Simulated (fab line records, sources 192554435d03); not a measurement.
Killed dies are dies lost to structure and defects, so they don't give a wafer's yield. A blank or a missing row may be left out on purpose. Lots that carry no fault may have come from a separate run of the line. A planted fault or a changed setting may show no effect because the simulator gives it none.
Comparing a struck lot with a sound one || flow n5_finfet || 41 steps out of a route of 1938
Sound: these wafers, L284.1, L284.3, L284.4. The struck wafers were L296.3, L296.5, L296.6. The cause is named last.
Each step with rows lists, per side, the tool, then ch with its chambers, then its first start. Under that, the readings that differ: sound wafers || struck wafers || difference of the means || sigmas: that difference in standard deviations of wafers without a fault.
alike: readings whose means differ by less than 2 such deviations, and words and numbers that are the same on both sides. not compared: withheld readings, readings that some wafer has no value for, bounds like >300 that may hide the same value, and numbers for which the record gives no deviation and whose values overlap.
A row with sigmas, a row that says differs or no value, or rows on one side alone: a step with any of these is where the two part. Numbers that have no deviation but don't overlap get no sigmas and don't part them. Lack of a reading on every wafer of one side parts them only where that side has two or more wafers.

first, 5 steps without rows for these wafers: N5_BEOL_M3_SURFACE_TREAT_85; N5_BEOL_M3_CVD_47 (deposits Co from CCTBA/H2, target thk 3 nm, time 223.8 s); N5_BEOL_M3_SPUTTER_48 (material Cu, target thk 4.5 nm, time 8.29 s); N5_BEOL_M3_ANNEAL_49 (time 240 s); N5_BEOL_M3_SPUTTER_79 (material Cu, target thk 4.5 nm, time 8.29 s).
N5_BEOL_M3_ANNEAL_80: time 240 s.
  sound on pvd_sputter-01, day 8 17:06; struck on pvd_sputter-03, day 11 13:09
  alike: heater_power_w
then, 1 step without rows for these wafers: N5_BEOL_M3_SPUTTER_81 (material Cu, target thk 4.5 nm, time 8.29 s).
N5_BEOL_M3_ANNEAL_82: time 240 s.
  sound on pvd_sputter-01, day 8 17:21; struck on pvd_sputter-03, day 11 13:22
  alike: heater_power_w
then, 4 steps without rows for these wafers: N5_BEOL_M3_SPUTTER_86 (material Cu, target thk 4.5 nm, time 8.29 s); N5_BEOL_M3_ANNEAL_87 (time 240 s); N5_BEOL_M3_SPUTTER_88 (material Cu, target thk 4.5 nm, time 8.29 s); N5_BEOL_M3_ANNEAL_89 (time 240 s).
N5_BEOL_M3_SPUTTER_90: material Cu, target thk 4.5 nm, time 8.29 s.
  sound on pvd_sputter-01, day 8 18:00; struck on pvd_sputter-03, day 11 13:57
  alike: chamber_pressure_pa, throttle_valve_pct
N5_BEOL_M3_ANNEAL_91: time 240 s.
  sound on pvd_sputter-01, day 8 18:05; struck on pvd_sputter-03, day 11 14:02
  alike: heater_power_w
then, 4 steps without rows for these wafers: N5_BEOL_M3_SPUTTER_92 (material Cu, target thk 4.5 nm, time 8.29 s); N5_BEOL_M3_ANNEAL_93 (time 240 s); N5_BEOL_M3_SPUTTER_94 (material Cu, target thk 4.5 nm, time 8.29 s); N5_BEOL_M3_ANNEAL_95 (time 240 s).
N5_BEOL_M3_SPUTTER_96: material Cu, target thk 4.5 nm, time 8.29 s.
  sound on pvd_sputter-01, day 8 18:44; struck on pvd_sputter-03, day 11 14:37
  alike: chamber_pressure_pa, throttle_valve_pct
then, 1 step without rows for these wafers: N5_BEOL_M3_ECD_50 (material Cu, target thk 300 nm).
N5_BEOL_M3_ANNEAL_51: time 90 s.
  sound on rtp_anneal-01 ch 0, day 8 18:57; struck on rtp_anneal-01 ch 0, day 11 14:53
  alike: wafer_temp_C_max
then, 5 steps without rows for these wafers: N5_BEOL_M3_CMP_52 (polishes, stops on SiOC, t overpolish 6.8 s, target thk 40 nm); N5_BEOL_M3_PRE_CLEAN_60 (time 15 s); N5_BEOL_M3_CO_CAP_55 (material Co, precursor CCTBA/H2, target thk 2 nm, time 102.1 s); N5_BEOL_M3_PRE_CLEAN_56 (time 15 s); N5_BEOL_M3_DEP_57 (deposits SiCN from 3MS/NH3, target thk 8 nm, time 14 s).
N5_BEOL_M3_RS_MEAS_58: a four-point-probe measurement.
  sound on film_metro-02, day 8 19:49; struck on film_metro-01, day 11 15:40
  alike: M3_RS
then, 1 step without rows for these wafers: N5_BEOL_M4_ILD_DEP_00 (deposits SiOC from DEMS/O2, target thk 79 nm, time 15.3 s).
N5_BEOL_M4_THK_MEAS_01:
  sound on film_metro-01, day 8 19:57; struck on film_metro-02, day 11 15:48
  alike: M4_ILD_THK
then, 11 steps without rows for these wafers: N5_BEOL_M4_PECVD_72 (deposits SiO2 from TEOS/O2, target thk 16 nm, time 18 s); N5_BEOL_M4_HM_DEP_02 (deposits TiN, target thk 20 nm); N5_BEOL_M4_COAT_61 (time 60 s, resist thk 60 nm); N5_BEOL_M4_COAT_62 (time 60 s, resist thk 12 nm); N5_BEOL_M4_COAT_73 (time 60 s, resist thk 5 nm); N5_BEOL_M4_COAT_05 (resist thk 30 nm); N5_BEOL_M4_EBR_07; N5_BEOL_M4_SOFTBAKE_06 (time 60 s); N5_BEOL_M4_EXPOSE_08 (exposes mask M4); N5_BEOL_M4_PEB_09 (peb time 60 s); N5_BEOL_M4_DEVELOP_10 (develop time 30 s).
-- the record jumps here: 6 days lie between the struck wafers' starts before and after (it left off in module BEOL_M4 and takes up again in module PASSIVATION, whose first step shown is number 1936 of the route) --
N5_PASSIVATION_PROBE_49:
  record: rows for the struck wafers here (prober-01, day 17 06:19), none for the sound ones

== WHERE THEY PART ==
At N5_PASSIVATION_PROBE_49 and nowhere else, as far as this record goes.

WHY: the cause the simulator had injected
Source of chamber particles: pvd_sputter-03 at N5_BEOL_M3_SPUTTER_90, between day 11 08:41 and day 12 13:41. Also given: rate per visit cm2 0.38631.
